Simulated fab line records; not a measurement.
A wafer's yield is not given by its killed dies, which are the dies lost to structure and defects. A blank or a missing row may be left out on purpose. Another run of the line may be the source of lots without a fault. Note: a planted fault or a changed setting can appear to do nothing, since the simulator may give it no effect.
Matching of chambers ; flow n5 finfet ; N5_GATE_CUT_ALD_22 on ald sin-03: 4 sister chambers
The step deposits SiNx, target thk 16 nm, pulse time 1 s, ald cycles 320. 7 wafers are shown with their chamber, then 7 later ones without.

WAFERS, EACH WITH ITS CHAMBER
wafer;chamber;heater power w (W);chamber pressure Torr (Torr)
L826.5;1;841;1.998
L829.1;2;1060;2.002
L829.6;3;703;2.001
L837.4;3;702;1.996
L837.5;0;802;2.007
L838.1;2;1080;2.006
L838.4;0;813;1.990

WAFERS WITH NO CHAMBER GIVEN
wafer;heater power w (W);chamber pressure Torr (Torr)
L838.5;816;1.997
L840.1;1060;2.007
L840.2;713;1.997
L840.5;726;1.999
L843.1;842;2.003
L843.2;1099;2.008
L843.4;803;2.006

CHAMBER TAKEN BY EACH
wafer;from the rows above;in truth
L838.5;can't be placed: 0 or 1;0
L840.1;2;2
L840.2;3;3
L840.5;3;3
L843.1;1;1
L843.2;2;2
L843.4;0;0
6 of 7 placed correctly. From these rows, 1 cannot be placed; in 1 the true chamber is one of the candidates. Wrongly placed: 0.
How it was worked out, from the rows above alone: a wafer's distance from a chamber is the root of the sum, over the readings, of the square of ((its reading less the chamber's mean) divided by the reading's scatter). The wafer belongs to the nearest chamber; if the next one is less than 2 further off, it can't be placed. Each chamber's mean is taken over the wafers shown for it. How the scatter is found: for the shown wafers, subtract from each reading the mean of its chamber, square and add these, divide the total by (wafers less chambers), then take the root.
